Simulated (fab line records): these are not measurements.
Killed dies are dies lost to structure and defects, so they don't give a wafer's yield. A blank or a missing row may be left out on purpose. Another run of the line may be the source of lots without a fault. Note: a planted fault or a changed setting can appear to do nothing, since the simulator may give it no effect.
Matching of chambers :: flow n5_finfet :: N5_BEOL_M0_SAQP_ETCH_84 on rie_diel-01 has 4 sister chambers
The step etches SOC in N2/H2, target depth 100 nm, overetch 20 nm, time 150 s. 24 wafers are shown with their chamber, then 12 later ones without.

EACH WAFER AND ITS CHAMBER
wafer: L076.1
chamber: 1
drypump_motor_current_A (A): 6.0
showerhead_plenum_p_Torr (Torr): 2.48
throttle_valve_pct (%): 17.61

wafer: L076.4
chamber: 0
drypump_motor_current_A (A): 5.3
showerhead_plenum_p_Torr (Torr): 2.69
throttle_valve_pct (%): 17.74

wafer: L076.6
chamber: 3
drypump_motor_current_A (A): 5.7
showerhead_plenum_p_Torr (Torr): 2.63
throttle_valve_pct (%): 17.64

wafer: L077.2
chamber: 0
drypump_motor_current_A (A): 5.3
showerhead_plenum_p_Torr (Torr): 2.69
throttle_valve_pct (%): 17.75

wafer: L077.3
chamber: 1
drypump_motor_current_A (A): 6.0
showerhead_plenum_p_Torr (Torr): 2.48
throttle_valve_pct (%): 17.62

wafer: L077.5
chamber: 0
drypump_motor_current_A (A): 5.4
showerhead_plenum_p_Torr (Torr): 2.69
throttle_valve_pct (%): 17.76

wafer: L079.2
chamber: 2
drypump_motor_current_A (A): 5.4
showerhead_plenum_p_Torr (Torr): 2.56
throttle_valve_pct (%): 18.11

wafer: L079.4
chamber: 0
drypump_motor_current_A (A): 5.3
showerhead_plenum_p_Torr (Torr): 2.69
throttle_valve_pct (%): 17.76

wafer: L079.6
chamber: 2
drypump_motor_current_A (A): 5.4
showerhead_plenum_p_Torr (Torr): 2.56
throttle_valve_pct (%): 18.11

wafer: L084.1
chamber: 3
drypump_motor_current_A (A): 5.7
showerhead_plenum_p_Torr (Torr): 2.62
throttle_valve_pct (%): 17.66

wafer: L084.2
chamber: 0
drypump_motor_current_A (A): 5.3
showerhead_plenum_p_Torr (Torr): 2.68
throttle_valve_pct (%): 17.76

wafer: L084.3
chamber: 2
drypump_motor_current_A (A): 5.4
showerhead_plenum_p_Torr (Torr): 2.55
throttle_valve_pct (%): 18.12

wafer: L085.1
chamber: 1
drypump_motor_current_A (A): 6.0
showerhead_plenum_p_Torr (Torr): 2.48
throttle_valve_pct (%): 17.09

wafer: L085.2
chamber: 0
drypump_motor_current_A (A): 5.4
showerhead_plenum_p_Torr (Torr): 2.68
throttle_valve_pct (%): 17.78

wafer: L085.3
chamber: 3
drypump_motor_current_A (A): 5.7
showerhead_plenum_p_Torr (Torr): 2.62
throttle_valve_pct (%): 17.67

wafer: L087.1
chamber: 2
drypump_motor_current_A (A): 5.4
showerhead_plenum_p_Torr (Torr): 2.55
throttle_valve_pct (%): 18.13

wafer: L087.5
chamber: 0
drypump_motor_current_A (A): 5.3
showerhead_plenum_p_Torr (Torr): 2.68
throttle_valve_pct (%): 17.79

wafer: L087.6
chamber: 3
drypump_motor_current_A (A): 5.7
showerhead_plenum_p_Torr (Torr): 2.62
throttle_valve_pct (%): 17.69

wafer: L091.1
chamber: 2
drypump_motor_current_A (A): 5.4
showerhead_plenum_p_Torr (Torr): 2.55
throttle_valve_pct (%): 18.14

wafer: L091.2
chamber: 1
drypump_motor_current_A (A): 6.0
showerhead_plenum_p_Torr (Torr): 2.47
throttle_valve_pct (%): 17.10

wafer: L091.6
chamber: 0
drypump_motor_current_A (A): 5.3
showerhead_plenum_p_Torr (Torr): 2.68
throttle_valve_pct (%): 17.79

wafer: L092.1
chamber: 0
drypump_motor_current_A (A): 5.3
showerhead_plenum_p_Torr (Torr): 2.68
throttle_valve_pct (%): 17.80

wafer: L092.2
chamber: 1
drypump_motor_current_A (A): 6.0
showerhead_plenum_p_Torr (Torr): 2.47
throttle_valve_pct (%): 17.11

wafer: L092.4
chamber: 2
drypump_motor_current_A (A): 5.4
showerhead_plenum_p_Torr (Torr): 2.55
throttle_valve_pct (%): 18.13

SIGNATURES, as means of the wafers listed above
reading: drypump_motor_current_A
chamber 0: 5.322
chamber 1: 6.000
chamber 2: 5.400
chamber 3: 5.700
scatter within a chamber: 0.0279

reading: showerhead_plenum_p_Torr
chamber 0: 2.6844
chamber 1: 2.4760
chamber 2: 2.5533
chamber 3: 2.6225
scatter within a chamber: 0.00525

reading: throttle_valve_pct
chamber 0: 17.7700
chamber 1: 17.3060
chamber 2: 18.1233
chamber 3: 17.6650
scatter within a chamber: 0.127
Rule: for each reading, subtract the chamber's mean from the wafer's reading, divide by that reading's scatter and square the result; add these up over the readings and take the root, which gives the wafer's distance from the chamber. If the next closest chamber is less than 2 further off than the closest, the wafer can't be placed; otherwise it belongs to the closest. The scatter is the square root of a quotient: the sum, over the shown wafers, of each reading's squared deviation from its chamber's mean, divided by wafers minus chambers.

WAFERS WHOSE CHAMBER IS MISSING
wafer: L094.3
drypump_motor_current_A (A): 5.8
showerhead_plenum_p_Torr (Torr): 2.61
throttle_valve_pct (%): 17.68

wafer: L094.4
drypump_motor_current_A (A): 5.3
showerhead_plenum_p_Torr (Torr): 2.68
throttle_valve_pct (%): 17.82

wafer: L094.5
drypump_motor_current_A (A): 5.7
showerhead_plenum_p_Torr (Torr): 2.61
throttle_valve_pct (%): 17.68

wafer: L095.1
drypump_motor_current_A (A): 5.7
showerhead_plenum_p_Torr (Torr): 2.61
throttle_valve_pct (%): 17.69

wafer: L095.2
drypump_motor_current_A (A): 5.5
showerhead_plenum_p_Torr (Torr): 2.54
throttle_valve_pct (%): 18.15

wafer: L095.6
drypump_motor_current_A (A): 5.4
showerhead_plenum_p_Torr (Torr): 2.54
throttle_valve_pct (%): 18.15

wafer: L096.1
drypump_motor_current_A (A): 5.4
showerhead_plenum_p_Torr (Torr): 2.54
throttle_valve_pct (%): 18.16

wafer: L096.2
drypump_motor_current_A (A): 6.0
showerhead_plenum_p_Torr (Torr): 2.47
throttle_valve_pct (%): 17.12

wafer: L096.5
drypump_motor_current_A (A): 5.7
showerhead_plenum_p_Torr (Torr): 2.61
throttle_valve_pct (%): 17.71

wafer: L097.1
drypump_motor_current_A (A): 5.3
showerhead_plenum_p_Torr (Torr): 2.67
throttle_valve_pct (%): 17.82

wafer: L097.2
drypump_motor_current_A (A): 5.7
showerhead_plenum_p_Torr (Torr): 2.61
throttle_valve_pct (%): 17.71

wafer: L097.5
drypump_motor_current_A (A): 5.4
showerhead_plenum_p_Torr (Torr): 2.54
throttle_valve_pct (%): 18.16

WHICH CHAMBER EACH WENT THROUGH
wafer: L094.3
from the rows above: 3
in truth: 3

wafer: L094.4
from the rows above: 0
in truth: 0

wafer: L094.5
from the rows above: 3
in truth: 3

wafer: L095.1
from the rows above: 3
in truth: 3

wafer: L095.2
from the rows above: 2
in truth: 2

wafer: L095.6
from the rows above: 2
in truth: 2

wafer: L096.1
from the rows above: 2
in truth: 2

wafer: L096.2
from the rows above: 1
in truth: 1

wafer: L096.5
from the rows above: 3
in truth: 3

wafer: L097.1
from the rows above: 0
in truth: 0

wafer: L097.2
from the rows above: 3
in truth: 3

wafer: L097.5
from the rows above: 2
in truth: 2
Correct placement for 12 of the 12. Left unplaced by these rows: 0. Wrongly placed: 0.
